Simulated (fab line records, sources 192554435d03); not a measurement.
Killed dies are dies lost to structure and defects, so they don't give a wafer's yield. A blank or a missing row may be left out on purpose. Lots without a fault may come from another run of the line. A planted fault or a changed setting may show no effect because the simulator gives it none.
fab line records | flow n5_finfet | part 1 of 2: steps 1 to 4 of 6
record lots=19 wafers=57 last_day=19
route steps=1938 shown MOL_CONTACT_COAG@607 BEOL_M0_SAQP@649
lots that met no fault: from a run of the same line without faults
start_h: hours from the record's first day to the start of the lot's first wafer shown | wait_h: hours since the lot's step before | " the same as in the row above | L1.1+2: a row that stands for several wafers | - no value, or no start given | * or withheld: withheld | < > ~ a bound
route shown NAME@n: a module of which the file shows steps, and the number in the route of the first | usual: mean/standard deviation of fault-free wafers | same: alike in all rows | chamber/n: place in a boat | sites: the reading at each site | _std_site: their standard deviation | _edge_site: outer sites' mean less inner sites' | radius_mm: how far each site lies from the wafer's centre | mask NAME#n: copy n | behind: the tool/chamber that last shaped the wafer | hold: why the lot was held/for how many hours/how that ended | device: the transistor (n, p or np) that didn't switch | end of line: the same wafers' tests at the end of the route | a step without rows: its recipe alone | killed: dies lost to structure and defects at the first sort, not the wafer's yield | map: a wafer's dies, x killed, . not, _ none there
set.NAME: the setting as run; set.NAME@STEP: as run at that earlier step | model.NAME: the simulator's own value behind a step, which no gauge read
steps of the route over a sample of lots; a table a step, a row a wafer
services: from which hour (start_h, from the record's first day; less than 0 if before it) a tool's chamber was out of use, for how many hours, and why
## steps
# step N5_MOL_CONTACT_COAG_ETCH_66
# recipe chemistry=CF4 target=SiARC target_depth_a=130 mask_material=CAR-EUV time_s=21.7 ion_energy_ev=80 pressure_mtorr=40 source_w=545 bias_w=36 Ar_flow_sccm=100 cf4_flow_sccm=100 ends=cleared
# usual chamber_pressure_mTorr=40.00/0.035 drypump_motor_current_A=5.6/0.52 etch_rf_on_time_s=22.0/0.73 oes_product_au=0.65/0.068 rf_vpp_V=184.3/1 showerhead_plenum_p_Torr=2.16/0.045 throttle_valve_pct=15.6/0.3
# columns lot.wafer tool chamber start_h wait_h chamber_pressure_mTorr drypump_motor_current_A etch_rf_on_time_s oes_product_au rf_hours_counter_h rf_vpp_V showerhead_plenum_p_Torr throttle_valve_pct
L075.2 rie_diel-06 1 109.07 0.0 40.04 6.4 21.1 0.74 53 183.6 2.16 15.0
L075.5 " 2 " " 39.97 5.4 22.2 0.59 - 184.5 2.17 15.7
L075.6 " 1 " " 39.95 6.4 21.0 0.73 - 184.2 2.16 15.0
L076.4 rie_diel-06 2 123.99 0.0 40.01 5.4 22.2 0.58 244 184.3 2.17 15.7
L076.5 " 1 " " 40.03 6.5 21.2 0.73 - 184.4 2.15 15.0
L076.6 " 0 " " 39.98 5.3 22.0 0.65 - 185.5 2.22 15.8
L078.4 rie_diel-05 1 127.78 0.0 40.01 4.9 23.6 0.59 166 184.4 2.15 15.5
L078.5 " 0 " " 39.98 6.3 21.5 0.69 - 183.2 2.08 15.5
L078.6 " 1 " " 39.98 4.9 23.6 0.59 - 184.5 2.15 15.5
L080.3 rie_diel-02 2 135.25 0.0 40.01 5.1 21.0 0.63 179 186.2 2.21 15.7
L080.4 " 0 " " 39.98 6.2 22.2 0.60 204 186.5 2.20 16.0
L080.5 " 3 " " 40.03 5.3 21.8 0.59 - 184.9 2.21 16.1
L082.2 rie_diel-02 2 147.23 0.0 39.98 5.1 21.2 0.63 183 184.8 2.21 15.7
L082.3 " 1 " " 40.01 5.7 21.7 0.66 124 185.2 2.14 15.8
L082.6 " 1 " " 40.00 5.7 22.0 0.66 - 183.4 2.14 15.8
L083.3 rie_diel-06 3 154.84 0.0 40.06 4.8 22.1 0.77 24 184.1 2.10 15.1
L083.4 " 0 " " 39.96 5.3 22.0 0.63 - 185.5 2.22 15.8
L083.5 " 3 " " 40.01 4.8 22.4 0.76 - 183.0 2.10 15.1
L084.1 rie_diel-02 2 165.34 0.0 39.96 5.1 21.2 0.62 189 185.6 2.21 15.7
L084.4 " 3 " " 39.98 5.3 21.9 0.58 245 185.0 2.20 16.1
L084.6 " 2 " " 39.91 5.1 21.2 0.62 - 184.7 2.21 15.7
L085.1 rie_diel-05 0 174.92 0.0 40.01 6.3 21.7 0.68 116 183.8 2.07 15.5
L085.4 " 2 " " 40.03 5.9 22.1 0.72 54 183.2 2.10 15.4
L085.6 " 1 " " 39.97 4.9 23.6 0.58 - 184.3 2.14 15.5
L087.1 rie_diel-02 0 184.60 0.0 39.97 6.2 22.6 0.58 222 182.8 2.19 16.0
L087.2 " 2 " " 39.99 5.1 21.3 0.61 198 185.1 2.20 15.7
L087.4 " 0 " " 40.03 6.1 22.7 0.59 - 184.3 2.19 16.0
L088.1 rie_diel-02 2 186.72 0.0 40.01 5.1 21.1 0.61 199 185.8 2.20 15.7
L088.3 " 0 " " 39.94 6.2 22.5 0.58 223 185.3 2.19 16.0
L088.5 " 2 " " 39.99 5.1 21.1 0.61 - 186.1 2.20 15.7
L089.2 rie_diel-05 2 191.81 0.0 39.95 5.9 22.4 0.71 60 182.2 2.10 15.4
L089.3 " 0 " " 39.99 6.3 21.7 0.67 122 182.9 2.07 15.6
L089.6 " 1 " " 39.96 4.9 23.6 0.58 - 185.9 2.14 15.5
L090.1 rie_diel-05 3 194.40 0.0 39.99 5.6 21.7 0.60 240 184.7 2.20 15.7
L090.2 " 0 " " 39.97 6.3 21.7 0.68 123 182.3 2.07 15.6
L090.6 " 1 " " 40.02 4.9 23.6 0.58 - 182.6 2.14 15.5
L091.2 rie_diel-06 3 199.80 0.0 40.02 4.8 22.6 0.73 42 183.4 2.10 15.1
L091.3 " 2 " " 39.94 5.4 21.1 0.80 11 184.9 2.16 15.3
L091.4 " 1 " " 39.98 6.4 21.4 0.70 84 183.6 2.15 15.0
L092.2 rie_diel-02 0 209.71 0.0 40.04 6.2 22.5 0.58 231 182.8 2.19 16.0
L092.4 " 2 " " 39.98 5.1 21.2 0.61 206 184.4 2.20 15.7
L092.6 " 1 " " 39.95 5.7 21.8 0.64 - 183.7 2.14 15.8
L093.1 rie_diel-02 3 217.77 0.0 40.11 5.3 20.6 0.82 7 185.2 2.20 15.7
L093.5 " 0 " " 39.93 6.2 22.4 0.58 - 184.3 2.19 16.0
L093.6 " 3 " " 39.95 5.3 20.5 0.82 - 183.9 2.20 15.7
L094.2 rie_diel-06 1 225.34 0.0 39.97 6.5 21.4 0.69 90 185.4 2.14 15.1
L094.3 " 3 " " 39.97 4.8 22.2 0.73 48 183.6 2.09 15.1
L094.5 " 3 " " 40.00 4.8 22.4 0.73 - 182.3 2.09 15.1
L095.1 rie_diel-05 3 227.70 0.0 39.96 5.6 21.6 0.60 250 184.1 2.19 15.7
L095.2 " 1 " " 40.03 4.9 23.6 0.57 204 184.3 2.14 15.5
L095.4 " 2 " " 40.02 5.9 22.4 0.69 75 182.5 2.09 15.4
L096.1 rie_diel-02 1 231.55 0.0 39.94 5.7 21.6 0.64 153 184.4 2.13 15.8
L096.3 " 3 " " 39.99 5.3 20.8 0.80 11 185.1 2.20 15.7
L096.5 " 2 " " 39.96 5.1 21.2 0.61 - 185.2 2.20 15.8
L097.1 rie_diel-06 3 239.69 0.0 40.01 4.8 22.7 0.72 53 184.4 2.09 15.1
L097.4 " 3 " " 39.99 4.8 22.6 0.73 - 182.6 2.09 15.1
L097.5 " 0 " " 39.99 5.3 22.2 0.62 - 184.8 2.21 15.9
# step N5_BEOL_M0_SAQP_CD_MEAS_14
# recipe target_cd_nm=42.5 landing_energy_ev=500 detector=se_inlens
# usual cd_nm=42.6/0.4
# columns lot.wafer tool chamber start_h wait_h cd_nm
L075.2 cd_sem-02 0 119.24 - 41.4
L075.5 " 0 " " 42.5
L075.6 " 0 " " 42.6
L076.4 cd_sem-01 0 131.28 - 42.6
L076.5 " 0 " " 42.8
L076.6 " 0 " " 42.4
L078.4 cd_sem-02 0 133.59 - 42.3
L078.5 " 0 " " 42.6
L078.6 " 0 " " 42.5
L080.3 cd_sem-01 0 143.12 - 42.8
L080.4 " 0 " " 43.1
L080.5 " 0 " " 42.4
L082.2 cd_sem-02 0 156.82 - 42.4
L082.3 " 0 " " 42.3
L082.6 " 0 " " 42.0
L083.3 cd_sem-01 0 161.40 - 42.5
L083.4 " 0 " " 42.6
L083.5 " 0 " " 42.7
L084.1 cd_sem-01 0 173.71 - 42.7
L084.4 " 0 " " 42.7
L084.6 " 0 " " 42.6
L085.1 cd_sem-01 0 181.68 - 43.0
L085.4 " 0 " " 42.9
L085.6 " 0 " " 43.6
L087.1 cd_sem-01 0 191.52 - 42.7
L087.2 " 0 " " 42.7
L087.4 " 0 " " 42.6
L088.1 cd_sem-02 0 193.80 - 42.1
L088.3 " 0 " " 41.9
L088.5 " 0 " " 42.5
L089.2 cd_sem-02 0 198.63 - 42.9
L089.3 " 0 " " 42.0
L089.6 " 0 " " 43.0
L090.1 cd_sem-02 0 201.75 - 42.3
L090.2 " 0 " " 42.2
L090.6 " 0 " " 42.7
L091.2 cd_sem-01 0 209.13 - 42.2
L091.3 " 0 " " 42.7
L091.4 " 0 " " 42.7
L092.2 cd_sem-01 0 219.38 - 42.1
L092.4 " 0 " " 41.8
L092.6 " 0 " " 42.5
L093.1 cd_sem-01 0 224.34 - 42.2
L093.5 " 0 " " 42.9
L093.6 " 0 " " 42.8
L094.2 cd_sem-01 0 231.69 - 42.6
L094.3 " 0 " " 42.8
L094.5 " 0 " " 43.4
L095.1 cd_sem-02 0 235.11 - 42.1
L095.2 " 0 " " 41.7
L095.4 " 0 " " 42.4
L096.1 cd_sem-01 0 238.77 - 42.3
L096.3 " 0 " " 42.7
L096.5 " 0 " " 42.6
L097.1 cd_sem-02 0 246.68 - 43.7
L097.4 " 0 " " 43.1
L097.5 " 0 " " 42.9
# step N5_BEOL_M0_SAQP_MANDREL_ETCH_103
# recipe chemistry=HBr/Cl2 target=a-Si target_depth_a=450 bt_time_s=10 stop_on=SiCN mask_material=SiO2 over_etch_frac=0.8 time_s=27 pressure_mtorr=10 icp_w=800 bias_w=75 HBr_flow_sccm=150 Cl2_flow_sccm=80 ends=end_point
# usual HBr_flow_sccm=150.0/0.4 chamber_pressure_mTorr=10.000/0.011 drypump_motor_current_A=5.6/0.49 oes_product_au=0.683/0.013 throttle_valve_pct=35.3/0.34
# columns lot.wafer tool chamber start_h wait_h HBr_flow_sccm chamber_pressure_mTorr drypump_motor_current_A oes_product_au rf_hours_counter_h throttle_valve_pct
L075.2 rie_si-05 1 121.07 0.0 150.0 9.990 5.2 0.679 180 35.1
L075.5 " 0 " " 150.1 10.006 5.5 0.686 - 35.7
L075.6 " 1 " " 149.8 10.021 5.2 0.686 - 35.1
L076.4 rie_si-06 3 133.23 0.0 149.5 10.019 5.4 0.681 143 35.3
L076.5 " 3 " " 149.7 9.988 5.4 0.683 - 35.3
L076.6 " 2 " " 149.5 10.018 6.7 0.654 - 34.9
L078.4 rie_si-05 1 135.44 0.0 149.1 9.986 5.2 0.693 180 35.1
L078.5 " 2 " " 150.7 9.996 5.1 0.676 - 34.6
L078.6 " 1 " " 149.3 9.995 5.2 0.689 - 35.1
L080.3 rie_si-06 3 146.10 0.0 150.5 9.994 5.4 0.679 143 35.3
L080.4 " 1 " " 150.6 10.017 6.6 0.694 47 35.6
L080.5 " 0 " " 150.1 9.988 5.7 0.698 - 35.5
L082.2 rie_si-04 1 159.81 0.0 149.8 9.997 5.2 0.658 73 35.5
L082.3 " 0 " " 149.9 9.997 5.7 0.702 166 35.3
L082.6 " 0 " " 150.4 10.007 5.7 0.702 - 35.4
L083.3 rie_si-06 1 163.61 0.0 150.1 9.999 6.6 0.678 47 35.6
L083.4 " 3 " " 150.0 9.993 5.4 0.679 143 35.3
L083.5 " 3 " " 150.1 10.009 5.4 0.691 - 35.3
L084.1 rie_si-04 3 175.54 0.0 150.0 9.996 5.7 0.701 8 34.9
L084.4 " 1 " " 150.6 9.987 5.2 0.688 74 35.5
L084.6 " 3 " " 150.3 9.996 5.7 0.702 - 34.9
L085.1 rie_si-05 2 183.92 0.0 150.2 10.013 5.1 0.677 78 34.6
L085.4 " 0 " " 149.6 10.006 5.5 0.672 96 35.7
L085.6 " 1 " " 149.4 10.003 5.2 0.680 - 35.2
L087.1 rie_si-05 3 193.55 0.0 149.6 9.997 6.3 0.666 128 35.2
L087.2 " 0 " " 149.7 9.999 5.4 0.665 96 35.7
L087.4 " 1 " " 150.0 10.001 5.2 0.690 181 35.1
L088.1 rie_si-04 1 195.63 0.0 149.3 9.999 5.2 0.675 74 35.5
L088.3 " 0 " " 149.7 10.000 5.7 0.705 167 35.4
L088.5 " 2 " " 150.4 10.009 5.0 0.674 - 35.8
L089.2 rie_si-04 0 201.79 0.0 149.8 10.008 5.7 0.694 167 35.4
L089.3 " 1 " " 150.6 9.995 5.2 0.661 74 35.6
L089.6 " 0 " " 150.0 10.002 5.6 0.705 - 35.4
L090.1 rie_si-06 1 205.31 0.0 149.7 9.980 6.6 0.685 48 35.6
L090.2 " 0 " " 150.7 10.000 5.7 0.693 145 35.5
L090.6 " 3 " " 150.0 10.019 5.4 0.681 - 35.3
L091.2 rie_si-04 0 210.96 0.0 150.1 9.998 5.7 0.700 167 35.4
L091.3 " 1 " " 149.6 9.999 5.2 0.665 74 35.5
L091.4 " 3 " " 150.0 10.004 5.7 0.695 8 34.9
L092.2 rie_si-04 3 221.24 0.0 150.4 9.998 5.7 0.698 9 34.9
L092.4 " 2 " " 149.7 10.007 5.0 0.673 1 35.8
L092.6 " 2 " " 149.7 10.022 5.0 0.675 - 35.8
L093.1 rie_si-06 0 226.38 0.0 150.9 9.995 5.7 0.683 146 35.6
L093.5 " 0 " " 150.2 10.080 5.7 0.698 - 35.5
L093.6 " 3 " " 149.5 10.000 5.4 0.683 - 35.3
L094.2 rie_si-06 2 233.88 0.0 150.2 10.002 6.6 0.663 152 34.9
L094.3 " 0 " " 150.1 10.017 5.7 0.702 146 35.6
L094.5 " 2 " " 150.2 10.000 6.6 0.678 - 34.9
L095.1 rie_si-04 0 238.83 0.0 150.1 10.005 5.7 0.682 168 35.4
L095.2 " 2 " " 150.1 9.997 5.0 0.664 2 35.8
L095.4 " 1 " " 149.7 9.987 5.2 0.675 75 35.5
L096.1 rie_si-04 0 241.50 0.0 149.1 10.008 5.6 0.697 168 35.4
L096.3 " 1 " " 150.3 9.978 5.2 0.672 75 35.5
L096.5 " 1 " " 150.2 9.998 5.2 0.672 - 35.5
L097.1 rie_si-05 3 249.61 0.0 149.8 10.004 6.3 0.675 129 35.2
L097.4 " 1 " " 150.5 9.999 5.3 0.696 182 35.1
L097.5 " 2 " " 150.2 10.008 5.1 0.682 - 34.6
# step N5_BEOL_M0_SAQP_MANDREL2_REMOVE_110
# recipe chemistry=HBr/Cl2/O2 bt_time_s=10 target=a-Si stop_on=SiCN endpoint=OES-SiCl over_etch_frac=1 icp_w=600 bias_w=30 HBr_flow_sccm=150 Cl2_flow_sccm=80 O2_flow_sccm=5 pressure_mtorr=10
# usual HBr_flow_sccm=150.0/0.43 chamber_pressure_mTorr=10.001/0.0088 drypump_motor_current_A=5.7/0.53 oes_product_au=1.003/0.017 throttle_valve_pct=36.6/0.32
# columns lot.wafer tool chamber start_h wait_h HBr_flow_sccm chamber_pressure_mTorr drypump_motor_current_A oes_product_au rf_hours_counter_h throttle_valve_pct
L075.2 rie_si-04 1 122.58 0.1 149.1 9.991 5.2 0.988 72 36.8
L075.5 " 1 " " 149.3 10.001 5.2 0.977 - 36.8
L075.6 " 2 " " 149.8 9.999 5.0 1.023 - 36.4
L076.4 rie_si-06 2 134.92 0.1 150.3 10.000 6.7 1.001 150 36.2
L076.5 " 1 " " 150.3 10.010 6.6 1.006 - 36.9
L076.6 " 2 " " 149.4 10.001 6.7 0.993 - 36.2
L078.4 rie_si-04 0 137.15 0.1 150.2 10.045 5.7 1.013 - 36.6
L078.5 " 3 " " 149.3 10.004 5.7 1.001 - 36.2
L078.6 " 1 " " 148.9 9.988 5.2 0.979 - 36.8
L080.3 rie_si-06 3 147.57 0.1 150.7 10.005 5.4 0.991 143 36.6
L080.4 " 2 " " 151.1 9.994 6.7 0.989 150 36.2
L080.5 " 2 " " 149.9 10.001 6.7 0.998 - 36.2
L082.2 rie_si-04 2 161.28 0.1 150.6 10.004 5.0 0.992 0 37.1
L082.3 " 1 " " 149.8 9.990 5.2 0.989 73 36.8
L082.6 " 2 " " 150.4 9.999 5.1 0.988 - 37.1
L083.3 rie_si-04 3 165.16 0.1 149.5 9.994 5.7 1.006 8 36.2
L083.4 " 0 " " 150.5 10.012 5.7 1.037 166 36.6
L083.5 " 0 " " 149.9 9.999 5.7 1.038 - 36.6
L084.1 rie_si-06 0 177.01 0.1 149.5 10.015 5.7 1.020 145 36.8
L084.4 " 3 " " 150.0 10.010 5.4 0.979 144 36.6
L084.6 " 3 " " 150.6 10.004 5.4 0.986 - 36.6
L085.1 rie_si-06 2 186.13 0.1 150.1 9.992 6.7 0.991 151 36.2
L085.4 " 0 " " 149.7 9.998 5.7 1.027 145 36.8
L085.6 " 0 " " 149.6 9.992 5.7 1.025 - 36.8
L087.1 rie_si-06 1 195.28 0.1 150.5 10.011 6.6 1.010 48 36.9
L087.2 " 2 " " 150.2 10.007 6.7 1.007 151 36.2
L087.4 " 3 " " 150.4 10.004 5.4 0.979 144 36.6
L088.1 rie_si-05 2 198.69 0.1 149.9 10.013 5.1 1.008 79 35.9
L088.3 " 1 " " 150.6 10.019 5.2 1.009 181 36.4
L088.5 " 3 " " 149.1 10.004 6.3 0.993 - 36.4
L089.2 rie_si-04 1 204.56 0.1 149.7 10.001 5.2 0.982 74 36.8
L089.3 " 2 " " 150.2 10.011 5.0 0.978 1 37.1
L089.6 " 1 " " 150.2 10.002 5.2 0.980 - 36.8
L090.1 rie_si-06 2 207.20 0.1 150.2 9.993 6.7 0.994 151 36.2
L090.2 " 3 " " 150.4 10.000 5.4 0.986 144 36.6
L090.6 " 0 " " 149.3 10.000 5.7 1.029 - 36.8
L091.2 rie_si-05 1 212.67 0.1 150.2 10.002 5.2 1.013 182 36.4
L091.3 " 2 " " 150.3 10.002 5.1 1.015 79 35.8
L091.4 " 0 " " 150.1 9.992 5.5 1.002 96 36.9
L092.2 rie_si-04 0 222.71 0.1 150.1 10.004 5.7 1.026 167 36.6
L092.4 " 3 " " 150.2 9.997 5.7 1.003 9 36.2
L092.6 " 3 " " 149.8 10.004 5.7 1.003 - 36.2
L093.1 rie_si-04 3 227.85 0.1 149.7 9.998 5.7 1.012 9 36.2
L093.5 " 3 " " 149.0 9.992 5.7 1.020 - 36.2
L093.6 " 2 " " 150.3 9.993 5.0 0.987 - 37.1
L094.2 rie_si-04 3 235.91 0.1 150.4 9.994 5.7 1.010 9 36.2
L094.3 " 0 " " 150.7 9.989 5.7 1.031 168 36.6
L094.5 " 1 " " 149.6 10.013 5.2 0.973 - 36.8
L095.1 rie_si-04 0 240.37 0.1 150.3 9.998 5.7 1.020 168 36.6
L095.2 " 3 " " 150.1 9.996 5.7 1.006 9 36.1
L095.4 " 1 " " 150.3 9.986 5.2 0.974 75 36.8
L096.1 rie_si-05 0 243.02 0.1 150.7 9.997 5.4 1.009 97 36.9
L096.3 " 2 " " 150.1 10.002 5.1 1.014 80 35.8
L096.5 " 3 " " 150.3 9.995 6.3 1.000 - 36.4
L097.1 rie_si-06 0 251.12 0.1 149.6 10.014 5.7 1.030 146 36.8
L097.4 " 2 " " 149.6 9.992 6.6 1.015 - 36.2
L097.5 " 0 " " 149.3 9.983 5.7 1.045 - 36.8
